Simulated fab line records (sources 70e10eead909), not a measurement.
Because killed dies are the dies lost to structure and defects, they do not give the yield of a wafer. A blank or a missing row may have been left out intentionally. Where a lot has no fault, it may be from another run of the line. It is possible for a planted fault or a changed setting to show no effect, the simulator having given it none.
The tool behind it: which one?	flow nand-harc	Sampling: 24 lots, 72 wafers, 6 of 1302 route steps

WHAT THE GAUGES SHOWED, per wafer
Not one reading of a measure or inspect step in the record can be checked against a usual standard deviation.

WHICH TOOL RAN EACH LOT (tool, then ch and the chambers of the sampled wafers, then the start)
lot	NHARC_A_STAIRCASE_DEP_259	NHARC_A_STAIRCASE_ETCH_451	NHARC_A_STAIRCASE_ETCH_453	NHARC_A_STAIRCASE_DEP_322	NHARC_A_STAIRCASE_DEP_325	NHARC_A_STAIRCASE_DESCUM_443
L074	pecvd-03 ch 1,2, day 15 20:34	rie-diel-05 ch 0,3, day 17 09:49 or earlier	rie-diel-09 ch 0,1, day 17 09:49 or earlier	pecvd-01 ch 0,1,2, day 17 09:49	pecvd-03 ch 1,2, day 17 21:19	rie-diel-05 ch 0,1,2, day 18 09:52
L075	pecvd-01 ch 0,1,2, day 16 14:13	rie-diel-09 ch 0,1,2, day 18 09:41 or earlier	rie-diel-05 ch 0,1, day 18 09:41 or earlier	pecvd-03 ch 0,1,2, day 18 09:41	pecvd-01 ch 0,2, day 18 21:34	rie-diel-05 ch 0,1, day 19 07:03
L076	pecvd-02 ch 0,2, day 17 12:49	rie-diel-08 ch 2,3, day 19 03:42 or earlier	rie-diel-08 ch 0,1,2, day 19 03:42 or earlier	pecvd-03 ch 1,2, day 19 03:42	pecvd-02 ch 0,1,2, day 19 11:53	rie-diel-08 ch 0,2, day 19 22:06
L077	pecvd-02 ch 0,2, day 17 19:10	rie-diel-05 ch 0,2,3, day 19 13:53 or earlier	rie-diel-08 ch 2,3, day 19 13:53 or earlier	pecvd-03 ch 0,1,2, day 19 13:53	pecvd-03 ch 0,1, day 20 01:11	rie-diel-05 ch 1,2,3, day 20 09:14
L078	pecvd-03 ch 0,2, day 17 20:58	rie-diel-08 ch 1,2,3, day 19 13:55 or earlier	rie-diel-05 ch 0,2,3, day 19 13:55 or earlier	pecvd-02 ch 0,1, day 19 13:55	pecvd-02 ch 0,2, day 20 01:05	rie-diel-08 ch 1,2,3, day 20 09:11
L079	pecvd-01 ch 0,2, day 18 12:29	rie-diel-08 ch 0,2,3, day 20 04:41 or earlier	rie-diel-08 ch 1,2,3, day 20 04:41 or earlier	pecvd-03 ch 0,2, day 20 04:41	pecvd-03 ch 0,1,2, day 20 13:48	rie-diel-09 ch 0,1,3, day 20 21:56
L080	pecvd-02 ch 1,2, day 18 22:40	rie-diel-05 ch 2,3, day 20 17:46 or earlier	rie-diel-08 ch 0,3, day 20 17:46 or earlier	pecvd-02 ch 1,2, day 20 17:46	pecvd-03 ch 0,1, day 21 02:38	rie-diel-09 ch 1,2,3, day 21 11:07
L081	pecvd-01 ch 0,2, day 19 02:46	rie-diel-05 ch 1,2, day 20 17:52 or earlier	rie-diel-05 ch 1,2,3, day 20 17:52 or earlier	pecvd-03 ch 0,1,2, day 20 17:52	pecvd-02 ch 0,1,2, day 21 02:49	rie-diel-05 ch 0,1,3, day 21 11:16
L082	pecvd-02 ch 1,2, day 19 22:13	rie-diel-09 ch 0,1,2, day 21 10:54 or earlier	rie-diel-08 ch 0,1,2, day 21 10:54 or earlier	pecvd-01 ch 1,2, day 21 10:54	pecvd-03 ch 1,2, day 21 21:22	rie-diel-09 ch 0,1,2, day 22 06:39
L083	pecvd-01 ch 0,2, day 20 06:56	rie-diel-09 ch 0,3, day 21 23:00 or earlier	rie-diel-09 ch 0,2,3, day 21 23:00 or earlier	pecvd-03 ch 0,1,2, day 21 23:00	pecvd-01 ch 0,1,2, day 22 06:49	rie-diel-05 ch 0,1, day 22 15:26
L085	pecvd-01 ch 0,2, day 20 21:29	rie-diel-08 ch 1,2, day 22 15:29 or earlier	rie-diel-09 ch 0,2, day 22 15:29 or earlier	pecvd-03 ch 1,2, day 22 15:29	pecvd-02 ch 0,1, day 22 22:52	rie-diel-05 ch 0,1,2, day 23 07:53
L084	pecvd-03 ch 0,1,2, day 20 23:58	rie-diel-05 ch 0,1, day 22 15:50 or earlier	rie-diel-08 ch 0,2,3, day 22 15:50 or earlier	pecvd-02 ch 0,1, day 22 15:50	pecvd-01 ch 0,1,2, day 22 23:02	rie-diel-08 ch 0,1,3, day 23 08:02
L086	pecvd-01 ch 0,1, day 21 01:57	rie-diel-08 ch 0,2, day 22 15:35 or earlier	rie-diel-08 ch 0,2,3, day 22 15:35 or earlier	pecvd-01 ch 0,1,2, day 22 15:35	pecvd-03 ch 0,1, day 22 22:57	rie-diel-09 ch 0,1, day 23 07:43
L087	pecvd-01 ch 0,1,2, day 22 05:08	rie-diel-05 ch 0,1,2, day 23 15:56 or earlier	rie-diel-09 ch 1,2,3, day 23 15:56 or earlier	pecvd-01 ch 0,1,2, day 23 15:56	pecvd-01 ch 1,2, day 23 23:48	rie-diel-05 ch 0,1,2, day 24 07:38
L088	pecvd-02 ch 0,2, day 22 07:24	rie-diel-05 ch 0,1, day 23 19:16 or earlier	rie-diel-09 ch 0,1, day 23 19:16 or earlier	pecvd-02 ch 0,1,2, day 23 19:16	pecvd-02 ch 1,2, day 23 23:52	rie-diel-09 ch 0,3, day 24 07:48
L089	pecvd-01 ch 0,1, day 22 16:06	rie-diel-08 ch 1,2,3, day 24 06:09 or earlier	rie-diel-09 ch 2,3, day 24 06:09 or earlier	pecvd-02 ch 0,1,2, day 24 06:09	pecvd-03 ch 0,1,2, day 24 13:59	rie-diel-09 ch 0,3, day 25 01:50
L090	pecvd-03 ch 1,2, day 22 18:04	rie-diel-05 ch 0,2,3, day 24 06:16 or earlier	rie-diel-08 ch 0,2, day 24 06:16 or earlier	pecvd-01 ch 0,1,2, day 24 06:16	pecvd-01 ch 0,1, day 24 13:59	rie-diel-08 ch 0,2,3, day 25 02:00
L092	pecvd-03 ch 1,2, day 23 13:39	rie-diel-09 ch 1,2,3, day 25 04:11 or earlier	rie-diel-09 ch 0,1,2, day 25 04:11 or earlier	pecvd-03 ch 1,2, day 25 04:11	pecvd-03 ch 1,2, day 25 14:13	rie-diel-05 ch 0,3, day 26 01:44
L091	pecvd-01 ch 0,1,2, day 23 13:47	rie-diel-05 ch 0,1,2, day 25 10:50 or earlier	rie-diel-08 ch 0,2, day 25 10:50 or earlier	pecvd-03 ch 1,2, day 25 10:50	pecvd-01 ch 0,1, day 25 21:45	rie-diel-08 ch 0,1, day 26 06:38
L093	pecvd-03 ch 0,1,2, day 24 12:48	rie-diel-08 ch 0,3, day 26 09:26 or earlier	rie-diel-05 ch 0,1,3, day 26 09:26 or earlier	pecvd-02 ch 0,1,2, day 26 09:26	pecvd-02 ch 0,1,2, day 26 17:16	rie-diel-08 ch 0,1, day 27 03:24
L094	pecvd-03 ch 0,2, day 24 22:26	rie-diel-09 ch 0,1, day 26 09:14 or earlier	rie-diel-09 ch 1,2, day 26 09:14 or earlier	pecvd-03 ch 0,1,2, day 26 09:14	pecvd-01 ch 0,2, day 26 17:10	rie-diel-09 ch 1,2,3, day 27 03:14
L095	pecvd-03 ch 0,1,2, day 25 08:11	rie-diel-09 ch 0,1,3, day 26 23:01 or earlier	rie-diel-09 ch 1,2, day 26 23:01 or earlier	pecvd-03 ch 0,2, day 26 23:01	pecvd-03 ch 0,1,2, day 27 09:58	rie-diel-08 ch 1,2, day 27 20:31
L096	pecvd-03 ch 0,1,2, day 25 15:08	rie-diel-08 ch 0,1,3, day 27 10:51 or earlier	rie-diel-05 ch 2,3, day 27 10:51 or earlier	pecvd-03 ch 0,2, day 27 10:51	pecvd-02 ch 0,1, day 27 20:50	rie-diel-08 ch 1,2,3, day 28 06:10
L097	pecvd-02 ch 0,2, day 26 22:39	rie-diel-05 ch 0,3, day 28 13:37 or earlier	rie-diel-05 ch 0,1,2, day 28 13:37 or earlier	pecvd-03 ch 0,1,2, day 28 13:37	pecvd-01 ch 0,1,2, day 28 23:28	rie-diel-05 ch 0,2, day 29 09:22
- NHARC_A_STAIRCASE_DEP_259: deposits SiON, target thk 30 nm.
- NHARC_A_STAIRCASE_ETCH_451: etches the open film in CF4/O2, target depth 30 nm, overetch 3 nm, time 16.5 s.
- NHARC_A_STAIRCASE_ETCH_453: etches the open film in CF4/O2, target depth 30 nm, overetch 3 nm, time 16.5 s.
- NHARC_A_STAIRCASE_DEP_322: deposits SiO2, target thk 7200 nm.
- NHARC_A_STAIRCASE_DEP_325: deposits SiO2, target thk 7200 nm.
- NHARC_A_STAIRCASE_DESCUM_443: chemistry O2, time 3 s.

WHAT THE TOOLS THEMSELVES READ (means of the sampled wafers that have a number; where no wafer has one, the mark that the record gives instead)
NHARC_A_STAIRCASE_DEP_259.
lot	tool	heater-power-w (W)
L074	pecvd-03	829
L075	pecvd-01	750
L076	pecvd-02	679
L077	pecvd-02	699
L078	pecvd-03	801
L079	pecvd-01	702
L080	pecvd-02	722
L081	pecvd-01	774
L082	pecvd-02	767
L083	pecvd-01	712
L085	pecvd-01	734
L084	pecvd-03	746
L086	pecvd-01	774
L087	pecvd-01	783
L088	pecvd-02	779
L089	pecvd-01	693
L090	pecvd-03	752
L092	pecvd-03	796
L091	pecvd-01	794
L093	pecvd-03	743
L094	pecvd-03	828
L095	pecvd-03	750
L096	pecvd-03	774
L097	pecvd-02	781

NHARC_A_STAIRCASE_ETCH_451.
lot	tool	drypump-motor-current-A (A)	oes_ar_750_au (a.u.)	oes-product-au (a.u.)	rf-vpp-V (V)	showerhead-plenum-p-Torr (Torr)	throttle-valve-pct (%)
L074	rie-diel-05	6.01	1.003	1.013	196.7	1.29	13.390
L075	rie-diel-09	6.05	0.996	0.995	197.3	1.32	13.400
L076	rie-diel-08	6.28	0.996	1.001	197.7	1.33	13.397
L077	rie-diel-05	6.11	1.002	1.009	196.2	1.28	13.393
L078	rie-diel-08	6.18	1.001	0.998	198.1	1.38	13.400
L079	rie-diel-08	6.33	1.002	1.000	198.5	1.35	13.389
L080	rie-diel-05	6.20	1.000	0.994	197.0	1.33	13.397
L081	rie-diel-05	6.11	1.005	0.995	196.9	1.29	13.397
L082	rie-diel-09	6.08	0.996	0.997	197.6	1.31	13.406
L083	rie-diel-09	6.13	0.996	1.000	198.2	1.34	13.394
L085	rie-diel-08	6.04	1.000	1.006	199.5	1.43	13.401
L084	rie-diel-05	5.92	1.004	1.001	196.6	1.30	13.395
L086	rie-diel-08	6.36	1.001	0.999	199.1	1.41	13.392
L087	rie-diel-05	5.99	1.002	1.001	196.3	1.29	13.411
L088	rie-diel-05	5.90	1.000	0.999	198.4	1.30	13.408
L089	rie-diel-08	6.16	1.002	1.000	198.6	1.38	13.392
L090	rie-diel-05	6.11	1.002	0.994	197.9	1.34	13.397
L092	rie-diel-09	5.95	1.003	0.999	197.7	1.35	13.406
L091	rie-diel-05	5.99	1.000	1.001	196.6	1.29	13.396
L093	rie-diel-08	6.31	0.999	1.004	197.3	1.29	13.405
L094	rie-diel-09	5.84	0.996	0.994	197.5	1.35	13.389
L095	rie-diel-09	5.99	1.001	1.002	198.2	1.34	13.401
L096	rie-diel-08	6.21	0.996	1.004	198.3	1.34	13.401
L097	rie-diel-05	6.18	0.996	1.011	198.5	1.39	13.394

NHARC_A_STAIRCASE_ETCH_453.
lot	tool	drypump-motor-current-A (A)	oes_ar_750_au (a.u.)	oes-product-au (a.u.)	rf-vpp-V (V)	showerhead-plenum-p-Torr (Torr)	throttle-valve-pct (%)
L074	rie-diel-09	6.12	0.996	0.997	197.1	1.32	13.408
L075	rie-diel-05	5.89	1.001	1.018	196.8	1.31	13.396
L076	rie-diel-08	6.23	1.003	0.994	199.2	1.40	13.389
L077	rie-diel-08	6.30	0.999	0.992	199.4	1.39	13.400
L078	rie-diel-05	6.11	1.002	1.001	198.2	1.34	13.405
L079	rie-diel-08	6.16	0.999	0.996	199.3	1.38	13.390
L080	rie-diel-08	6.35	1.006	0.994	197.8	1.32	13.394
L081	rie-diel-05	6.19	0.997	0.992	198.0	1.34	13.405
L082	rie-diel-08	6.21	0.998	1.006	199.5	1.40	13.394
L083	rie-diel-09	6.22	1.001	1.004	196.7	1.30	13.390
L085	rie-diel-09	6.34	0.998	0.995	196.0	1.26	13.404
L084	rie-diel-08	6.33	1.004	0.991	197.7	1.35	13.400
L086	rie-diel-08	6.35	0.999	1.004	198.7	1.35	13.400
L087	rie-diel-09	5.94	1.004	0.999	197.9	1.35	13.402
L088	rie-diel-09	6.10	0.998	1.008	196.5	1.31	13.401
L089	rie-diel-09	6.09	0.999	0.999	198.0	1.34	13.398
L090	rie-diel-08	6.38	0.995	1.000	198.7	1.37	13.399
L092	rie-diel-09	6.08	0.996	1.000	197.1	1.31	13.396
L091	rie-diel-08	6.33	1.002	0.998	198.5	1.40	13.391
L093	rie-diel-05	6.07	1.004	0.998	198.4	1.34	13.395
L094	rie-diel-09	5.80	1.002	1.002	198.4	1.35	13.393
L095	rie-diel-09	5.80	1.002	1.006	197.9	1.35	13.400
L096	rie-diel-05	6.29	1.005	0.994	198.3	1.37	13.403
L097	rie-diel-05	6.01	0.996	1.003	196.6	1.28	13.396

NHARC_A_STAIRCASE_DEP_322.
lot	tool	heater-power-w (W)
L074	pecvd-01	651
L075	pecvd-03	600
L076	pecvd-03	669
L077	pecvd-03	661
L078	pecvd-02	606
L079	pecvd-03	723
L080	pecvd-02	607
L081	pecvd-03	594
L082	pecvd-01	652
L083	pecvd-03	665
L085	pecvd-03	715
L084	pecvd-02	600
L086	pecvd-01	625
L087	pecvd-01	700
L088	pecvd-02	619
L089	pecvd-02	616
L090	pecvd-01	647
L092	pecvd-03	707
L091	pecvd-03	692
L093	pecvd-02	595
L094	pecvd-03	651
L095	pecvd-03	709
L096	pecvd-03	609
L097	pecvd-03	657

NHARC_A_STAIRCASE_DEP_325.
lot	tool	heater-power-w (W)
L074	pecvd-03	687
L075	pecvd-01	638
L076	pecvd-02	638
L077	pecvd-03	610
L078	pecvd-02	693
L079	pecvd-03	658
L080	pecvd-03	552
L081	pecvd-02	572
L082	pecvd-03	641
L083	pecvd-01	669
L085	pecvd-02	606
L084	pecvd-01	623
L086	pecvd-03	588
L087	pecvd-01	625
L088	pecvd-02	649
L089	pecvd-03	655
L090	pecvd-01	616
L092	pecvd-03	672
L091	pecvd-01	663
L093	pecvd-02	599
L094	pecvd-01	611
L095	pecvd-03	642
L096	pecvd-02	577
L097	pecvd-01	695

NHARC_A_STAIRCASE_DESCUM_443.
lot	tool	drypump-motor-current-A (A)	oes-product-au (a.u.)	rf-vpp-V (V)	showerhead-plenum-p-Torr (Torr)	throttle-valve-pct (%)
L074	rie-diel-05	6.01	1.004	57.1	1.86	11.320
L075	rie-diel-05	5.98	1.003	57.7	1.86	11.310
L076	rie-diel-08	6.35	0.999	58.1	2.02	11.312
L077	rie-diel-05	6.19	0.992	57.9	1.92	11.305
L078	rie-diel-08	6.20	0.996	58.9	1.98	11.318
L079	rie-diel-09	5.96	0.999	57.8	1.93	11.306
L080	rie-diel-09	5.94	0.996	58.2	1.94	11.314
L081	rie-diel-05	6.08	0.996	58.4	1.93	11.314
L082	rie-diel-09	6.09	0.994	58.0	1.88	11.303
L083	rie-diel-05	5.91	1.002	57.2	1.86	11.316
L085	rie-diel-05	6.03	1.008	58.5	1.85	11.315
L084	rie-diel-08	6.20	0.998	56.9	1.93	11.315
L086	rie-diel-09	6.12	1.007	57.6	1.87	11.311
L087	rie-diel-05	6.00	0.996	57.3	1.84	11.324
L088	rie-diel-09	6.28	1.006	57.7	1.86	11.325
L089	rie-diel-09	6.12	1.007	57.7	1.91	11.319
L090	rie-diel-08	6.34	1.003	57.9	1.93	11.305
L092	rie-diel-05	6.20	1.008	57.8	1.99	11.307
L091	rie-diel-08	6.08	1.010	58.1	1.99	11.301
L093	rie-diel-08	6.11	1.010	58.3	1.99	11.307
L094	rie-diel-09	5.95	0.995	57.7	1.93	11.312
L095	rie-diel-08	6.05	1.003	59.2	2.04	11.322
L096	rie-diel-08	6.16	1.005	58.2	1.96	11.307
L097	rie-diel-05	5.94	1.002	58.8	1.84	11.307

THE ANSWER, worked out from the rows above alone
Rule: usual is defined by the lots themselves. The widest of any qualifying gaps counts: lots, ordered by their means at a reading, are off when they make up no more than a third of the lots, leave a main group of 4 or more, and stand apart from it by 3 or more times the standard deviation of that group's means. A main group is skipped when, at the precision printed for the reading in the tables above, its means are all equal. Also off: a lot with no number at a reading for which 4 or more lots have one. The other lots that the step has rows for count as sound. First the gauges in route order, then the tools' own readings, where a lot's mean is used as printed above. The first step at which some lot is off is used, and at that step the reading that is off furthest; a lot without a number counts as furthest.
No lot is off on any of the readings shown, so nothing can be concluded from this.

WHAT HAD BEEN PUT IN BY THE SIMULATOR
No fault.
